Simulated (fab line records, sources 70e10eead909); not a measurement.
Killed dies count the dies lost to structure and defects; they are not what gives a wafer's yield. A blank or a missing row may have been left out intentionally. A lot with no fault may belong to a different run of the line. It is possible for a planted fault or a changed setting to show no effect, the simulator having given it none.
fab line records	flow nand_harc
record: lots: 7	wafers: 21	last_day: 32
route steps=1302 shown P_M2@349 P_BONDPAD@351 END@1302
lots untouched by any fault: they come from a run of this same line in which no faults occurred
start_h: start of the lot's first displayed wafer, in hours after the record's first day	wait_h: time in hours since the lot's previous step	" identical to the entry in the row above	L1.1+2: a single row standing in for several wafers	- either no value or no given start	* or withheld: withheld	< > ~ a bound
route shown NAME@n: a module of which the file shows steps, and the number in the route of the first	usual: the fault-free wafers' mean and standard deviation	same: alike in all rows	chamber/n: place in a boat	sites: per-site readings	_std_site: the standard deviation of these	_edge_site: the outer-site mean with the inner-site mean subtracted	radius_mm: for every site, how far away it sits from the centre of the wafer	mask NAME#n: copy n	behind: tool/chamber where the wafer was last shaped	hold: the reason the lot was held/the length of the hold in hours/how it ended	device: transistor that didn't switch, given as n, p or np	end of line: the tests these same wafers got at the end of their route	a step without rows: its recipe alone	killed: dies lost to structure and defects at the first sort, not the wafer's yield	map: a wafer's dies, x killed, . not, _ none there
set.NAME: the run value of the setting; set.NAME@STEP: its run value at that earlier step	model.NAME: the simulator's own value behind a step, which no gauge read
lots at selected steps of the route; one table per step, one row per wafer
services: from which hour (start_h, from the record's first day; less than 0 if before it) a tool's chamber was out of use, for how many hours, and why
== steps ==
step: NHARC_P_M2_PRE_CLEAN_32
recipe: time_s: 12	temp_c: 370	rf_power_w: 300	gas: NH3
usual: heater_power_w: 621/89
lot.wafer	tool	chamber	start_h	wait_h	heater_power_w
L180.2	pecvd-02	0	128.99	0.1	770
L180.4	"	2	"	"	700
L180.5	"	2	"	"	694
L187.3	pecvd-04	0	203.05	0.1	637
L187.6	"	2	"	"	582
L187.4	"	0	"	"	639
L188.2	pecvd-04	0	214.81	0.1	722
L188.3	"	2	"	"	553
L188.5	"	2	"	"	545
L189.1	pecvd-02	1	218.55	0.1	578
L189.4	"	0	"	"	689
L189.5	"	1	"	"	565
L192.3	pecvd-04	2	257.47	0.1	565
L192.1	"	0	"	"	723
L192.6	"	0	"	"	746
L194.2	pecvd-03	1	288.55	0.1	727
L194.1	"	2	"	"	563
L194.5	"	1	"	"	729
L202.2	pecvd-04	0	349.71	0.1	742
L202.3	"	1	"	"	538
L202.4	"	2	"	"	611
step: NHARC_P_M2_DEP_33
recipe: target_thk_a: 300	temp_c: 370	target_thk_nm: 30	pressure_torr: 3	flow_sccm: 200	rf_w: 450	material: SiCN
usual: heater_power_w: 563/85
lot.wafer	tool	chamber	start_h	wait_h	heater_power_w
L180.2	pecvd-02	0	129.11	0.1	785
L180.4	"	2	"	"	656
L180.5	"	2	"	"	651
L187.3	pecvd-04	0	203.19	0.1	599
L187.6	"	2	"	"	525
L187.4	"	0	"	"	614
L188.2	pecvd-04	0	214.89	0.1	610
L188.3	"	2	"	"	558
L188.5	"	2	"	"	559
L189.1	pecvd-02	1	218.69	0.1	513
L189.4	"	0	"	"	648
L189.5	"	1	"	"	521
L192.3	pecvd-04	2	257.58	0.1	535
L192.1	"	0	"	"	578
L192.6	"	0	"	"	584
L194.2	pecvd-03	1	288.63	0.1	605
L194.1	"	2	"	"	578
L194.5	"	1	"	"	605
L202.2	pecvd-04	0	349.79	0.1	665
L202.3	"	1	"	"	477
L202.4	"	2	"	"	572
step: NHARC_P_BONDPAD_DEP_00
recipe: target_thk_a: 2500	temp_c: 370	target_thk_nm: 250	pressure_torr: 3	flow_sccm: 200	rf_w: 450	material: SiCN
usual: heater_power_w: 570/91
lot.wafer	tool	chamber	start_h	wait_h	heater_power_w
L180.2	pecvd-02	2	129.63	0.5	622
L180.4	"	2	"	"	634
L180.5	"	0	"	"	698
L187.3	pecvd-02	1	203.57	-	485
L187.6	"	0	"	"	769
L187.4	"	1	"	"	494
L188.3	pecvd-04	1	-	-	444
L188.2	"	2	"	"	516
L188.5	"	0	"	"	654
L189.1	pecvd-04	1	219.11	-	513
L189.4	"	2	"	"	517
L189.5	"	1	"	"	528
L192.3	pecvd-03	2	257.95	-	542
L192.1	"	0	"	"	488
L192.6	"	0	"	"	492
L194.2	pecvd-04	2	289.04	-	474
L194.1	"	0	"	"	579
L194.5	"	1	"	"	500
L202.2	pecvd-02	2	350.21	-	592
L202.3	"	1	"	"	422
L202.4	"	1	"	"	429
step: NHARC_P_BONDPAD_CMP_32
recipe: target_thk_nm: 200	material: SiCN
usual: motor_current_A: 11.7/0.94
lot.wafer	tool	chamber	start_h	wait_h	motor_current_A
L180.4	cmp-02	2	130.20	0.4	11.4
L180.2	"	0	"	"	11.4
L180.5	"	1	"	"	12.6
L187.4	cmp-01	2	203.98	-	11.0
L187.3	"	3	"	"	10.7
L187.6	"	0	"	"	11.9
L188.3	cmp-04	1	215.72	-	11.1
L188.2	"	3	"	"	13.1
L188.5	"	1	"	"	10.5
L189.4	cmp-04	0	219.42	-	11.0
L189.1	"	2	"	"	10.1
L189.5	"	0	"	"	10.8
L192.3	cmp-04	3	258.36	-	13.0
L192.1	"	0	"	"	11.3
L192.6	"	3	"	"	12.5
L194.2	cmp-01	2	289.48	-	11.2
L194.1	"	0	"	"	11.8
L194.5	"	1	"	"	13.2
L202.3	cmp-01	1	350.61	-	13.5
L202.4	"	2	"	"	11.5
L202.2	"	3	"	"	11.2
step: NHARC_P_BONDPAD_THK_MEAS_33
recipe: thk_meas_gauge: ellipsometry
usual: thk_nm: 200.5/1.4
lot.wafer	tool	chamber	start_h	wait_h	thk_nm
L180.2	film_metro-02	-	130.42	0.2	199.8
L180.4	"	-	"	"	199.1
L180.5	"	-	"	"	199.7
L187.3	film_metro-02	-	204.18	0.2	201.0
L187.4	"	-	"	"	201.6
L187.6	"	-	"	"	199.9
L188.2	film_metro-01	-	215.94	0.1	201.3
L188.3	"	-	"	"	200.8
L188.5	"	-	"	"	200.6
L189.1	film_metro-01	-	219.67	0.2	199.2
L189.4	"	-	"	"	202.4
L189.5	"	-	"	"	200.6
L192.1	film_metro-01	-	258.62	0.2	202.0
L192.3	"	-	"	"	198.8
L192.6	"	-	"	"	202.0
L194.1	film_metro-01	-	289.70	0.2	199.2
L194.2	"	-	"	"	201.6
L194.5	"	-	"	"	198.2
L202.2	film_metro-01	-	350.86	0.2	198.6
L202.3	"	-	"	"	202.5
L202.4	"	-	"	"	200.5
step: NHARC_P_BONDPAD_SRD_34
step: NHARC_P_BONDPAD_DEHYDRATE_01
recipe: temp_c: 150	time_s: 120
step: NHARC_P_BONDPAD_HMDS_02
recipe: time_s: 30
step: NHARC_P_BONDPAD_COAT_36
recipe: temp_c: 200	time_s: 65
step: NHARC_P_BONDPAD_COAT_03
recipe: spin_rpm: 2000	resist_thk_nm: 600
step: NHARC_P_BONDPAD_SOFTBAKE_04
recipe: temp_c: 125	time_s: 70
step: NHARC_P_BONDPAD_EBR_05
step: NHARC_P_BONDPAD_EXPOSE_06
recipe: na: 0.55	dose_mj: 37.06	mask_id: P_BPAD
usual: exposure_dose_mJ_cm2: 37.03/0.035
same: na: 0.55
lot.wafer	tool	chamber	start_h	wait_h	mask	exposure_dose_mJ_cm2
L180.2	krf_scanner-04	0	131.06	-	P_BPAD#0	37.08
L180.4	"	0	"	"	P_BPAD#0	37.01
L180.5	"	0	"	"	P_BPAD#0	37.11
L187.3	krf_scanner-03	0	204.60	-	P_BPAD#0	51.01
L187.4	"	0	"	"	P_BPAD#0	50.94
L187.6	"	0	"	"	P_BPAD#0	50.99
L188.2	krf_scanner-04	0	216.36	-	P_BPAD#0	37.06
L188.3	"	0	"	"	P_BPAD#0	37.02
L188.5	"	0	"	"	P_BPAD#0	37.02
L189.1	krf_scanner-03	0	220.09	-	P_BPAD#0	48.17
L189.4	"	0	"	"	P_BPAD#0	48.19
L189.5	"	0	"	"	P_BPAD#0	48.17
L192.1	krf_scanner-03	0	259.04	-	P_BPAD#0	47.25
L192.3	"	0	"	"	P_BPAD#0	47.27
L192.6	"	0	"	"	P_BPAD#0	47.31
L194.1	krf_scanner-04	0	290.11	-	P_BPAD#0	37.04
L194.2	"	0	"	"	P_BPAD#0	37.02
L194.5	"	0	"	"	P_BPAD#0	37.02
L202.2	krf_scanner-02	0	351.28	-	P_BPAD#0	37.01
L202.3	"	0	"	"	P_BPAD#0	37.01
L202.4	"	0	"	"	P_BPAD#0	37.02
step: NHARC_P_BONDPAD_PEB_07
recipe: peb_temp_c: 128	peb_time_s: 80
step: NHARC_P_BONDPAD_DEVELOP_08
recipe: time_s: 50	dev_temp_c: 22
step: NHARC_P_BONDPAD_CD_MEAS_09
recipe: target_cd_nm: 500	landing_energy_ev: 500
usual: cd_nm: 500.2/1.6
lot.wafer	tool	chamber	start_h	wait_h	cd_nm
L180.2	cd_sem-02	0	131.21	-	499.8
L180.4	"	0	"	"	499.7
L180.5	"	0	"	"	500.4
L187.3	cd_sem-03	0	204.75	-	510.5
L187.4	"	0	"	"	509.3
L187.6	"	0	"	"	510.7
L188.2	cd_sem-01	0	216.51	-	501.9
L188.3	"	0	"	"	500.1
L188.5	"	0	"	"	503.4
L189.1	cd_sem-03	0	220.25	-	507.0
L189.4	"	0	"	"	506.9
L189.5	"	0	"	"	508.1
L192.1	cd_sem-03	0	259.19	-	506.8
L192.3	"	0	"	"	506.2
L192.6	"	0	"	"	506.0
L194.1	cd_sem-03	0	290.27	-	499.0
L194.2	"	0	"	"	500.0
L194.5	"	0	"	"	500.0
L202.2	cd_sem-03	0	351.43	-	499.8
L202.3	"	0	"	"	498.9
L202.4	"	0	"	"	498.7
step: NHARC_P_BONDPAD_OVL_MEAS_38
usual: overlay_x_nm: 0/5.2	overlay_y_nm: 1/6.8
lot.wafer	tool	chamber	start_h	wait_h	overlay_x_nm	overlay_y_nm
L180.2	overlay-01	-	131.29	-	-7	4
L180.4	"	-	"	"	-8	4
L180.5	"	-	"	"	-8	4
L187.3	overlay-01	-	204.83	-	4	-11
L187.4	"	-	"	"	4	-11
L187.6	"	-	"	"	5	-11
L188.2	overlay-01	-	216.59	-	5	-1
L188.3	"	-	"	"	6	-1
L188.5	"	-	"	"	6	-1
L189.1	overlay-02	-	220.33	-	-3	-5
L189.4	"	-	"	"	-3	-5
L189.5	"	-	"	"	-3	-5
L192.1	overlay-02	-	259.28	-	5	-6
L192.3	"	-	"	"	4	-7
L192.6	"	-	"	"	5	-6
L194.1	overlay-01	-	290.36	-	-9	0
L194.2	"	-	"	"	-9	-1
L194.5	"	-	"	"	-9	0
L202.2	overlay-01	-	351.52	-	2	9
L202.3	"	-	"	"	3	10
L202.4	"	-	"	"	3	10
step: NHARC_END_SORT_01
recipe: temp_c: 25
usual: defect_limited_yield: 91.5/2.4	killed_at_array: 52/16	killed_at_other: 0.8/1.1	killed_at_periphery: 4.2/2.5	killed_dies: 57/16	killed_open: 3.4/2	killed_short: 2.6/1.6	sort_bin_2_pct: 3.0/1.1	sort_bin_3_pct: 0.6/0.31	sort_bin_4_pct: 4.8/1.4	sort_n_pass: 620/16	sort_rim_yield_pct: 90/4.8	sort_yield_pct: 91.5/2.4
same: gross_dies: 677	sort_bin_5_pct[%]: 0	sort_bin_6_pct[%]: 0	sort_bin_7_pct[%]: 0	sort_bin_8_pct[%]: 0	sort_rim_n_gross: 106.00
lot.wafer	tool	chamber	start_h	wait_h	defect_limited_yield[%]	killed_at_array	killed_at_other	killed_at_periphery	killed_dies	killed_open	killed_short	sort_bin_2_pct[%]	sort_bin_3_pct[%]	sort_bin_4_pct[%]	sort_n_pass	sort_rim_yield_pct[%]	sort_yield_pct[%]
L180.2	prober-02	0	561.27	2.8	88.8	70	0	6	76	5	1	4.3	0.6	6.4	601	93	88.8
L180.4	prober-02	0	562.87	3.4	89.8	62	3	4	69	3	3	3.7	0.9	5.6	608	92	89.8
L180.5	prober-02	0	563.66	3.7	91.1	51	2	7	60	6	3	3.0	0.4	5.5	617	83	91.1
L188.2	prober-02	0	635.10	2.8	92.5	45	2	4	51	6	2	2.2	0.3	5.0	626	89	92.5
L188.3	prober-02	0	635.89	3.1	91.1	55	2	3	60	1	3	3.5	0.3	5.0	617	92	91.1
L188.5	prober-02	0	637.47	3.7	90.1	61	1	5	67	2	5	2.7	1.2	6.1	610	98	90.1
L187.3	prober-01	0	635.82	3.1	90.4	61	3	1	65	4	4	2.8	0.7	6.1	612	79	90.4
L187.4	prober-01	0	636.61	3.4	87.6	78	4	2	84	0	0	5.2	0.6	6.6	593	88	87.6
L187.6	prober-01	0	638.20	4.0	84.6	95	0	9	104	1	1	5.2	1.3	8.9	573	84	84.6
L189.1	prober-01	0	659.87	2.5	95.7	25	1	3	29	7	6	1.3	0.1	2.8	648	95	95.7
L189.4	prober-01	0	662.25	3.4	95.1	28	0	5	33	4	3	2.1	0.3	2.5	644	95	95.1
L189.5	prober-01	0	663.04	3.7	95.9	23	1	4	28	5	3	1.9	0.3	1.9	649	92	95.9
L192.1	prober-02	0	690.81	2.6	89.5	65	1	5	71	5	4	5.8	0.7	4.0	606	83	89.5
L192.3	prober-02	0	692.43	3.1	85.7	92	1	4	97	3	4	5.9	1.2	7.2	580	87	85.7
L192.6	prober-02	0	694.85	4.0	86.7	85	0	5	90	2	4	4.4	1.2	7.7	587	87	86.7
L194.1	prober-01	0	708.21	2.5	92.0	53	0	1	54	4	2	3.2	0.6	4.1	623	97	92.0
L194.2	prober-01	0	709.02	2.8	93.2	45	0	1	46	3	2	2.4	0.7	3.7	631	89	93.2
L194.5	prober-01	0	711.44	3.7	92.5	50	0	1	51	1	7	2.7	0.3	4.6	626	96	92.5
killed by level:class
L180.2 A_CHANNEL_HOLE_D2:chamber_film_flake=39 A_SLIT:chamber_film_flake=20 P_M2:chamber_film_flake=3 P_CONTACT:geometric_particle:open=2 A_WL_FILL:chamber_film_flake=2 A_CONTACT:chamber_film_flake=2 A_CHANNEL_HOLE_D1:geometric_particle:short=1 A_CHANNEL_FILL_D1:geometric_particle:open=1
L180.4 A_CHANNEL_HOLE_D2:chamber_film_flake=32 A_SLIT:chamber_film_flake=15 A_DECK1_JOINT:chamber_film_flake=4 P_M2:chamber_film_flake=3 A_WL_FILL:chamber_film_flake=3 A_CONTACT:chamber_film_flake=2 A_ONON_D1:geometric_particle:short=1 A_CHANNEL_HOLE_D1:geometric_particle:open=1
L180.5 A_CHANNEL_HOLE_D2:chamber_film_flake=19 A_SLIT:chamber_film_flake=18 P_M2:chamber_film_flake=5 A_CONTACT:chamber_film_flake=2 THIN_TSV:chamber_film_flake=2 P_CONTACT:geometric_particle:open=1 P_M2:geometric_particle:open=1 A_ONON_D1:geometric_particle:open=1
L188.2 A_CHANNEL_HOLE_D1:chamber_film_flake=18 A_CHANNEL_HOLE_D2:chamber_film_flake=15 A_CHANNEL_FILL_D1:geometric_particle:open=2 A_WL_FILL:geometric_particle:short=2 A_WL_FILL:geometric_particle:open=2 P_STI:chamber_film_flake=2 A_CONTACT:chamber_film_flake=2 THIN_TSV:chamber_film_flake=2
L187.3 A_CHANNEL_HOLE_D1:chamber_film_flake=19 A_SLIT:chamber_film_flake=13 A_CHANNEL_HOLE_D2:chamber_film_flake=9 A_BONDPAD:chamber_film_flake=5 A_STAIRCASE:chamber_film_flake=5 THIN_TSV:chamber_film_flake=3 A_CONTACT:chamber_film_flake=2 P_CONTACT:geometric_particle:short=1
L188.3 A_CHANNEL_HOLE_D1:chamber_film_flake=31 A_CHANNEL_HOLE_D2:chamber_film_flake=9 A_STAIRCASE:chamber_film_flake=5 A_CONTACT:chamber_film_flake=3 P_M2:chamber_film_flake=2 THIN_TSV:chamber_film_flake=2 A_CHANNEL_FILL_D1:geometric_particle:short=1 A_ONON_D2:geometric_particle:short=1
L187.4 A_CHANNEL_HOLE_D1:chamber_film_flake=38 A_SLIT:chamber_film_flake=24 A_CHANNEL_HOLE_D2:chamber_film_flake=6 A_BONDPAD:chamber_film_flake=6 THIN_TSV:chamber_film_flake=4 A_CONTACT:chamber_film_flake=3 P_ZERO_WELL:chamber_film_flake=1 P_M2:chamber_film_flake=1
L188.5 A_CHANNEL_HOLE_D1:chamber_film_flake=32 A_CHANNEL_HOLE_D2:chamber_film_flake=11 A_CONTACT:chamber_film_flake=4 P_STI:chamber_film_flake=3 A_CHANNEL_FILL_D1:chamber_film_flake=3 A_CHANNEL_FILL_D1:geometric_particle:short=2 A_CHANNEL_FILL_D2:geometric_particle:short=2 P_ZERO_WELL:chamber_film_flake=2
L187.6 A_CHANNEL_HOLE_D1:chamber_film_flake=39 A_SLIT:chamber_film_flake=27 A_CHANNEL_HOLE_D2:chamber_film_flake=13 A_BONDPAD:chamber_film_flake=8 P_M2:chamber_film_flake=4 P_ZERO_WELL:chamber_film_flake=3 A_WL_FILL:chamber_film_flake=3 A_STAIRCASE:chamber_film_flake=2
L189.1 A_CHANNEL_HOLE_D2:chamber_film_flake=7 A_CHANNEL_HOLE_D1:chamber_film_flake=3 A_CHANNEL_FILL_D2:geometric_particle:open=2 A_SLIT:geometric_particle:open=2 A_WL_FILL:geometric_particle:short=2 A_STAIRCASE:chamber_film_flake=2 P_CONTACT:geometric_particle:short=1 P_CONTACT:geometric_particle:open=1
L189.4 A_CHANNEL_HOLE_D2:chamber_film_flake=9 A_CHANNEL_HOLE_D1:chamber_film_flake=3 A_STAIRCASE:chamber_film_flake=3 A_SLIT:chamber_film_flake=3 A_M1:geometric_particle:open=2 P_ZERO_WELL:chamber_film_flake=2 A_WL_FILL:chamber_film_flake=2 P_CONTACT:geometric_particle:open=1
L189.5 A_CHANNEL_HOLE_D2:chamber_film_flake=6 A_CHANNEL_HOLE_D1:chamber_film_flake=3 A_STAIRCASE:chamber_film_flake=3 P_CONTACT:geometric_particle:open=2 A_DECK1_JOINT:chamber_film_flake=2 A_SLIT:chamber_film_flake=2 P_GATE:geometric_particle:open=1 A_ONON_D1:geometric_particle:open=1
L192.1 A_SLIT:chamber_film_flake=21 A_CHANNEL_HOLE_D1:chamber_film_flake=20 A_CHANNEL_HOLE_D2:chamber_film_flake=11 A_CONTACT:chamber_film_flake=4 P_CONTACT:chamber_film_flake=2 A_WL_FILL:geometric_particle:short=2 A_M0:geometric_particle:open=2 P_M0:geometric_particle:open=1
L192.3 A_CHANNEL_HOLE_D1:chamber_film_flake=31 A_SLIT:chamber_film_flake=22 A_CHANNEL_HOLE_D2:chamber_film_flake=20 A_STAIRCASE:chamber_film_flake=5 A_CONTACT:chamber_film_flake=5 A_ONON_D1:geometric_particle:short=3 P_STI:chamber_film_flake=2 A_ZERO_WELL:chamber_film_flake=2
L192.6 A_CHANNEL_HOLE_D1:chamber_film_flake=35 A_SLIT:chamber_film_flake=22 A_CHANNEL_HOLE_D2:chamber_film_flake=13 A_CONTACT:chamber_film_flake=5 A_STAIRCASE:chamber_film_flake=4 P_CONTACT:chamber_film_flake=3 A_ONON_D1:geometric_particle:short=2 P_ZERO_WELL:chamber_film_flake=2
L194.1 A_CHANNEL_HOLE_D1:chamber_film_flake=33 A_STAIRCASE:chamber_film_flake=7 A_CONTACT:chamber_film_flake=3 A_ONON_D1:geometric_particle:open=2 A_SLIT:chamber_film_flake=2 A_ONON_D1:geometric_particle:short=1 A_ONON_D2:geometric_particle:open=1 A_CHANNEL_FILL_D2:geometric_particle:open=1
L194.2 A_CHANNEL_HOLE_D1:chamber_film_flake=19 A_CONTACT:chamber_film_flake=8 A_STAIRCASE:chamber_film_flake=7 A_SLIT:chamber_film_flake=5 A_CHANNEL_FILL_D1:geometric_particle:short=2 A_SOURCE_PLATE:geometric_particle:open=1 A_ONON_D2:geometric_particle:open=1 A_SGD_CUT:geometric_particle:open=1
L194.5 A_CHANNEL_HOLE_D1:chamber_film_flake=29 A_STAIRCASE:chamber_film_flake=6 A_CONTACT:chamber_film_flake=5 A_SLIT:chamber_film_flake=2 P_CONTACT:geometric_particle:short=1 A_ONON_D1:geometric_particle:short=1 A_CHANNEL_FILL_D1:geometric_particle:short=1 A_DECK1_JOINT:geometric_particle:short=1
== services ==
tool	chamber	start_h	hours	kind
cmp-01	-	109.97	0.9	repair
cmp-04	-	111.00	4.0	pm
cmp-04	-	119.17	2.3	repair
pecvd-02	1	128.57	1.9	repair
cmp-01	-	137.23	1.8	repair
cmp-01	-	166.70	0.4	repair
krf_scanner-04	-	166.73	6.1	repair
pecvd-04	2	169.62	30.8	repair
krf_scanner-04	-	182.03	4.0	pm
pecvd-02	-	184.44	0.5	repair
pecvd-03	-	185.00	13.0	pm
cmp-01	-	185.50	4.0	pm
pecvd-04	-	197.32	5.5	repair
krf_scanner-04	-	207.74	0.9	repair
cmp-04	-	209.11	4.0	pm
krf_scanner-03	-	224.00	4.0	pm
pecvd-02	-	227.00	13.0	pm
cmp-04	-	228.53	3.6	repair
pecvd-04	2	239.83	11.2	repair
cmp-04	-	242.83	1.6	repair
cmp-04	-	263.76	4.8	repair
pecvd-04	-	269.18	13.0	pm
pecvd-04	-	303.80	1.0	repair
pecvd-02	0	305.80	3.8	repair
== key ==
first_sign: step: NHARC_P_BONDPAD_EXPOSE_06	reading: exposure_dose_mJ_cm2	direction: up	sigmas: 99+	usual: 37.03	struck: 48.81
effect: step: NHARC_P_BONDPAD_CD_MEAS_09	reading: cd_nm	direction: up	sigmas: 4.8	usual: 500.2	struck: 508.0	through: control_loop
met_at NHARC_P_BONDPAD_EXPOSE_06
struck_wafers L187.3,L187.4,L187.6,L189.1,L189.4,L189.5,L192.1,L192.3,L192.6
loop_trim: step: NHARC_P_BONDPAD_EXPOSE_06	setting: dose	lots: L189,L192
fault: kind: process_parameter_drift	tool: krf_scanner-03	chamber: -	onset_h: 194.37	steps: NHARC_P_BONDPAD_EXPOSE_06	channel: dose_mj	offset: 13.918	shape: step	acts_in: these_recipes_only	stated: 37.06
loop_trim: a control loop set the setting to another value than it would have without faults
